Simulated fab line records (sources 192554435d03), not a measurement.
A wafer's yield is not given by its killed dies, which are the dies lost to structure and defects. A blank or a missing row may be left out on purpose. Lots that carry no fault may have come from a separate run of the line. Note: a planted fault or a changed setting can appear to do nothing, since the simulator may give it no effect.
Chamber matching + flow n5 finfet + N5_BEOL_M6_ETCH_62 on rie diel-02 has 4 sister chambers
The step etches SOC in N2/H2, target depth 110 nm, overetch 22 nm, time 165 s. 4 wafers are shown with their chamber, then 9 later ones without.

## WAFERS WITH THEIR CHAMBER
| wafer  | chamber | showerhead plenum p Torr (Torr) |
|--------|---------|---------------------------------|
| L085.2 | 0       | 2.40                            |
| L095.5 | 3       | 2.41                            |
| L097.4 | 1       | 2.61                            |
| L097.5 | 2       | 2.65                            |

## WAFERS WITHOUT THEIR CHAMBER
| wafer  | showerhead plenum p Torr (Torr) |
|--------|---------------------------------|
| L091.1 | 2.72                            |
| L091.2 | 2.41                            |
| L091.3 | 2.61                            |
| L094.1 | 2.65                            |
| L094.5 | 2.41                            |
| L094.6 | 2.72                            |
| L089.1 | 2.61                            |
| L089.2 | 2.72                            |
| L089.3 | 2.41                            |

## EACH ONE'S CHAMBER
| wafer  | from the rows above     | in truth |
|--------|-------------------------|----------|
| L091.1 | can't be placed: 2 or 1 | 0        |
| L091.2 | can't be placed: 3 or 0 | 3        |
| L091.3 | can't be placed: 1 or 2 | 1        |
| L094.1 | can't be placed: 2 or 1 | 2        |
| L094.5 | can't be placed: 3 or 0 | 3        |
| L094.6 | can't be placed: 2 or 1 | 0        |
| L089.1 | can't be placed: 1 or 2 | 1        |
| L089.2 | can't be placed: 2 or 1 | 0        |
| L089.3 | can't be placed: 3 or 0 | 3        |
0 of 9 placed correctly. Unplaceable from these rows: 9, with the true chamber sitting among the candidates in 6. 0 placed wrongly.
How it was worked out, from the rows above alone: a wafer's distance from a chamber is the root of the sum, over the readings, of the square of ((its reading less the chamber's mean) divided by the reading's scatter). If the next closest chamber is less than 2 further off than the closest, the wafer can't be placed; otherwise it belongs to the closest. The mean given for a chamber averages the wafers shown for that chamber. The scatter (one wafer shown for each chamber): square how far every hidden wafer sits from the nearest shown wafer, average those squares and take the square root.
